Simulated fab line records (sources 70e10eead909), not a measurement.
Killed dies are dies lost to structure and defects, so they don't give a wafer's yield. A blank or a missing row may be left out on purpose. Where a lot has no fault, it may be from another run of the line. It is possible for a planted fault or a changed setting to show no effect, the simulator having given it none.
Which tool did it? + flow nand harc + 51 wafers from 17 lots sampled at 4 of the route's 1159 steps

WHAT THE GAUGES SHOWED, per wafer
NHARC_A_SLIT_CD_MEAS_21.
| lot  | measured     | on        | cd nm (nm)        |
|------|--------------|-----------|-------------------|
| L074 | day 15 01:02 | cd sem-01 | 289.8 290.7 289.1 |
| L076 | day 15 02:47 | cd sem-02 | 290.2 290.3 290.1 |
| L075 | day 15 04:23 | cd sem-02 | 290.1 290.7 291.2 |
| L078 | day 15 05:04 | cd sem-03 | 290.0 289.3 290.1 |
| L079 | day 15 06:02 | cd sem-01 | 291.1 290.1 291.0 |
| L077 | day 15 10:41 | cd sem-01 | 289.9 289.1 291.6 |
| L080 | day 16 04:07 | cd sem-02 | 289.9 289.0 289.5 |
| L081 | day 16 05:34 | cd sem-01 | 289.6 290.3 289.7 |
| L082 | day 16 15:37 | cd sem-03 | 289.2 288.9 290.3 |
| L084 | day 16 21:26 | cd sem-01 | 289.7 290.7 291.4 |
| L086 | day 17 15:25 | cd sem-03 | 289.8 289.1 291.3 |
| L088 | day 17 23:39 | cd sem-02 | 290.2 291.2 290.8 |
| L090 | day 18 12:35 | cd sem-01 | 289.1 288.9 289.2 |
| L091 | day 18 13:39 | cd sem-02 | 290.3 289.3 289.5 |
| L095 | day 19 08:11 | cd sem-03 | 286.8 288.2 287.1 |
| L096 | day 19 20:07 | cd sem-02 | 288.6 288.5 290.2 |
| L097 | day 20 07:37 | cd sem-02 | 288.3 287.4 287.6 |

WHAT TOOL EACH LOT RAN ON (gives the tool, then ch and the chambers of the sampled wafers, and finally the start)
| lot  | NHARC_A_SLIT_DESCUM_14             | NHARC_A_SLIT_ETCH_26             | NHARC_A_SLIT_STRIP_18                         |
|------|------------------------------------|----------------------------------|-----------------------------------------------|
| L074 | rie diel-03 ch 2,3, day 14 18:51   | har etch-02 ch 0, day 14 23:53   | rie diel-07 ch 0,2,3, day 15 01:02 or earlier |
| L076 | rie diel-07 ch 0,1,2, day 14 19:00 | har etch-02 ch 0, day 15 01:35   | rie diel-05 ch 0,2, day 15 02:47 or earlier   |
| L075 | rie diel-03 ch 0,1,3, day 14 20:28 | har etch-02 ch 0,1, day 15 03:13 | rie diel-07 ch 0,2,3, day 15 04:23 or earlier |
| L078 | rie diel-03 ch 0,1,2, day 14 23:50 | har etch-01 ch 0,1, day 15 03:58 | rie diel-07 ch 0,3, day 15 04:37              |
| L079 | rie diel-05 ch 1,2, day 14 23:59   | har etch-02 ch 0,1, day 15 04:59 | rie diel-07 ch 0,2,3, day 15 06:02 or earlier |
| L077 | rie diel-03 ch 1,2, day 15 07:16   | har etch-01 ch 0,1, day 15 09:37 | rie diel-03 ch 0,1,3, day 15 10:41 or earlier |
| L080 | rie diel-03 ch 0,2,3, day 15 23:23 | har etch-02 ch 1, day 16 02:58   | rie diel-03 ch 1,2,3, day 16 04:07 or earlier |
| L081 | rie diel-07 ch 1,2,3, day 16 00:29 | har etch-01 ch 0,1, day 16 04:26 | rie diel-03 ch 1,2, day 16 05:34 or earlier   |
| L082 | rie diel-03 ch 0,2,3, day 16 10:32 | har etch-01 ch 0, day 16 14:31   | rie diel-07 ch 1,2, day 16 15:37 or earlier   |
| L084 | rie diel-03 ch 0,1, day 16 15:29   | har etch-02 ch 0, day 16 20:19   | rie diel-03 ch 0,2,3, day 16 21:26 or earlier |
| L086 | rie diel-07 ch 0,1, day 17 10:07   | har etch-01 ch 0,1, day 17 14:10 | rie diel-07 ch 1,3, day 17 15:25 or earlier   |
| L088 | rie diel-05 ch 0,1,3, day 17 19:07 | har etch-01 ch 0,1, day 17 22:28 | rie diel-05 ch 0,1,3, day 17 23:39 or earlier |
| L090 | rie diel-05 ch 0,1,2, day 18 09:10 | har etch-02 ch 0,1, day 18 11:30 | rie diel-03 ch 2,3, day 18 12:35 or earlier   |
| L091 | rie diel-07 ch 1,2,3, day 18 10:16 | har etch-01 ch 0,1, day 18 12:30 | rie diel-05 ch 0,1,3, day 18 13:39 or earlier |
| L095 | rie diel-05 ch 0,2,3, day 19 03:27 | har etch-01 ch 0,1, day 19 07:02 | rie diel-03 ch 2,3, day 19 08:11 or earlier   |
| L096 | rie diel-03 ch 2,3, day 19 16:35   | har etch-02 ch 0,1, day 19 19:04 | rie diel-05 ch 2,3, day 19 20:07 or earlier   |
| L097 | rie diel-03 ch 0,2,3, day 20 03:58 | har etch-02 ch 0,1, day 20 06:29 | rie diel-05 ch 0,1,3, day 20 07:37 or earlier |
- NHARC_A_SLIT_DESCUM_14: chemistry O2, time 3 s.
- NHARC_A_SLIT_ETCH_26: etches the open film in C4F8/O2/Ar, time 90 s, target depth 400 nm.
- NHARC_A_SLIT_STRIP_18: strips in O2.

AS READ BY THE TOOLS THEMSELVES (means over the sampled wafers that have a number; for cases with no such wafer, the mark the record gives instead)
NHARC_A_SLIT_DESCUM_14.
| lot  | tool        | chamber pressure mTorr (mTorr) | drypump motor current A (A) | o2 flow sccm (sccm) | oes product au (a.u.) | rf vpp V (V) | showerhead plenum p Torr (Torr) | throttle valve pct (%) |
|------|-------------|--------------------------------|-----------------------------|---------------------|-----------------------|--------------|---------------------------------|------------------------|
| L074 | rie diel-03 | 60.06                          | 5.7                         | 199.9               | 1.008                 | 58.0         | 1.97                            | 11.307                 |
| L076 | rie diel-07 | 60.00                          | 5.7                         | 200.0               | 1.005                 | 57.4         | 1.85                            | 11.316                 |
| L075 | rie diel-03 | 60.06                          | 5.9                         | 199.5               | 1.019                 | 59.1         | 1.97                            | 11.308                 |
| L078 | rie diel-03 | 60.05                          | 6.0                         | 200.3               | 0.997                 | 58.1         | 1.91                            | 11.317                 |
| L079 | rie diel-05 | 59.96                          | 5.3                         | 200.3               | 1.008                 | 56.7         | 1.81                            | 11.307                 |
| L077 | rie diel-03 | 60.02                          | 6.1                         | 199.2               | 1.008                 | 57.9         | 1.93                            | 11.312                 |
| L080 | rie diel-03 | 59.98                          | 5.8                         | 200.3               | 1.011                 | 57.9         | 1.92                            | 11.308                 |
| L081 | rie diel-07 | 60.00                          | 5.4                         | 199.9               | 0.995                 | 57.0         | 1.87                            | 11.314                 |
| L082 | rie diel-03 | 60.00                          | 5.8                         | 200.4               | 1.000                 | 58.3         | 1.92                            | 11.309                 |
| L084 | rie diel-03 | 60.00                          | 6.0                         | 200.3               | 1.008                 | 57.5         | 1.93                            | 11.302                 |
| L086 | rie diel-07 | 60.06                          | 6.0                         | 200.0               | 1.005                 | 57.4         | 1.83                            | 11.315                 |
| L088 | rie diel-05 | 59.96                          | 5.4                         | 200.1               | 1.004                 | 57.7         | 1.86                            | 11.309                 |
| L090 | rie diel-05 | 59.97                          | 5.5                         | 200.4               | 1.000                 | 57.0         | 1.86                            | 11.311                 |
| L091 | rie diel-07 | 59.97                          | 5.4                         | 200.2               | 1.005                 | 57.7         | 1.87                            | 11.317                 |
| L095 | rie diel-05 | 59.98                          | 5.7                         | 200.2               | 0.990                 | 57.9         | 1.88                            | 11.302                 |
| L096 | rie diel-03 | 60.00                          | 5.9                         | 199.8               | 0.998                 | 57.6         | 1.90                            | 11.313                 |
| L097 | rie diel-03 | 60.02                          | 5.8                         | 199.7               | 1.008                 | 57.5         | 1.92                            | 11.309                 |

NHARC_A_SLIT_ETCH_26.
| lot  | tool        | chamber pressure mTorr (mTorr) | drypump motor current A (A) | o2 flow sccm (sccm) | rf fwd power W (W) | showerhead plenum p Torr (Torr) | throttle valve pct (%) |
|------|-------------|--------------------------------|-----------------------------|---------------------|--------------------|---------------------------------|------------------------|
| L074 | har etch-02 | 24.999                         | 6.0                         | 83.62               | 1987               | 3.68                            | 27.616                 |
| L076 | har etch-02 | 25.023                         | 6.0                         | 83.36               | 1981               | 3.68                            | 27.620                 |
| L075 | har etch-02 | 25.005                         | 6.2                         | 83.33               | 1992               | 3.76                            | 27.619                 |
| L078 | har etch-01 | 25.003                         | 6.0                         | 83.37               | 1984               | 3.76                            | 27.618                 |
| L079 | har etch-02 | 24.978                         | 6.1                         | 83.15               | 1994               | 3.76                            | 27.618                 |
| L077 | har etch-01 | 24.982                         | 5.9                         | 83.24               | 1986               | 3.76                            | 27.625                 |
| L080 | har etch-02 | 24.995                         | 6.2                         | 83.48               | 1992               | 3.80                            | 27.620                 |
| L081 | har etch-01 | 24.994                         | 5.7                         | 83.39               | 1989               | 3.70                            | 27.616                 |
| L082 | har etch-01 | 24.974                         | 6.3                         | 83.50               | 1990               | 3.82                            | 27.630                 |
| L084 | har etch-02 | 25.009                         | 6.0                         | 83.40               | 1987               | 3.66                            | 27.622                 |
| L086 | har etch-01 | 24.984                         | 6.0                         | 83.26               | 1990               | 3.75                            | 27.625                 |
| L088 | har etch-01 | 25.003                         | 6.0                         | 83.09               | 1981               | 3.74                            | 27.614                 |
| L090 | har etch-02 | 24.986                         | 6.1                         | 83.33               | 1985               | 3.69                            | 27.608                 |
| L091 | har etch-01 | 25.010                         | 6.0                         | 83.53               | 1995               | 3.74                            | 27.620                 |
| L095 | har etch-01 | 24.985                         | 5.9                         | 83.23               | 1992               | 3.74                            | 27.620                 |
| L096 | har etch-02 | 24.982                         | 6.1                         | 83.40               | 1989               | 3.73                            | 27.627                 |
| L097 | har etch-02 | 24.981                         | 6.1                         | 83.41               | 1992               | 3.73                            | 27.617                 |

NHARC_A_SLIT_STRIP_18.
| lot  | tool        | chamber pressure mTorr (mTorr) | drypump motor current A (A) | o2 flow sccm (sccm) | oes product au (a.u.) | rf vpp V (V) | showerhead plenum p Torr (Torr) | throttle valve pct (%) |
|------|-------------|--------------------------------|-----------------------------|---------------------|-----------------------|--------------|---------------------------------|------------------------|
| L074 | rie diel-07 | 59.95                          | 5.4                         | 501.1               | 1.007                 | 57.4         | 3.48                            | 17.034                 |
| L076 | rie diel-05 | 60.01                          | 5.7                         | 499.6               | 0.999                 | 57.3         | 3.48                            | 17.041                 |
| L075 | rie diel-07 | 60.00                          | 5.5                         | 499.4               | 1.011                 | 57.0         | 3.48                            | 17.035                 |
| L078 | rie diel-07 | 59.99                          | 5.4                         | 499.5               | 0.998                 | 57.6         | 3.53                            | 17.030                 |
| L079 | rie diel-07 | 60.07                          | 5.5                         | 500.0               | 1.005                 | 57.3         | 3.48                            | 17.041                 |
| L077 | rie diel-03 | 59.98                          | 5.9                         | 499.6               | 0.995                 | 57.7         | 3.62                            | 17.042                 |
| L080 | rie diel-03 | 59.99                          | 5.9                         | 500.9               | 0.998                 | 58.3         | 3.59                            | 17.037                 |
| L081 | rie diel-03 | 60.01                          | 6.1                         | 499.5               | 1.010                 | 58.3         | 3.56                            | 17.031                 |
| L082 | rie diel-07 | 60.00                          | 5.7                         | 501.0               | 0.998                 | 56.7         | 3.37                            | 17.037                 |
| L084 | rie diel-03 | 60.06                          | 5.8                         | 499.8               | 1.005                 | 58.4         | 3.54                            | 17.034                 |
| L086 | rie diel-07 | 60.01                          | 5.7                         | 500.5               | 1.004                 | 57.0         | 3.42                            | 17.035                 |
| L088 | rie diel-05 | 60.03                          | 5.5                         | 499.3               | 1.000                 | 58.1         | 3.43                            | 17.033                 |
| L090 | rie diel-03 | 60.02                          | 5.8                         | 499.4               | 0.996                 | 58.2         | 3.50                            | 17.039                 |
| L091 | rie diel-05 | 59.95                          | 5.5                         | 498.6               | 0.994                 | 57.2         | 3.43                            | 17.037                 |
| L095 | rie diel-03 | 60.01                          | 5.7                         | 499.6               | 0.990                 | 57.7         | 3.62                            | 17.035                 |
| L096 | rie diel-05 | 59.99                          | 5.9                         | 498.9               | 0.996                 | 57.4         | 3.42                            | 17.037                 |
| L097 | rie diel-05 | 60.00                          | 5.5                         | 498.9               | 1.000                 | 57.2         | 3.42                            | 17.037                 |

THE ANSWER, worked out from the rows above alone
Rule: usual is defined by the lots themselves. Put in order of their means at a reading, lots are off if they are a third of the lots or fewer, leave a main group of 4 or more, and stand apart from it by a gap of 3 or more times the standard deviation of the main group's means; of several such gaps the widest counts. If all means in a main group match to the digits the tables above print for the reading, that group is not used. A lot without any number at a reading at which 4 lots or more have one is off too. Any other lot the step has rows for is counted as sound. Order of review: gauges by route order, followed by the tools' own readings, for which a lot's mean as printed above is used. The first step at which some lot is off is used, and at that step the reading that is off furthest; a lot without a number counts as furthest.
No lot is off on any of the readings shown, so nothing can be concluded from this.

WHAT THE SIMULATOR HAD INSERTED
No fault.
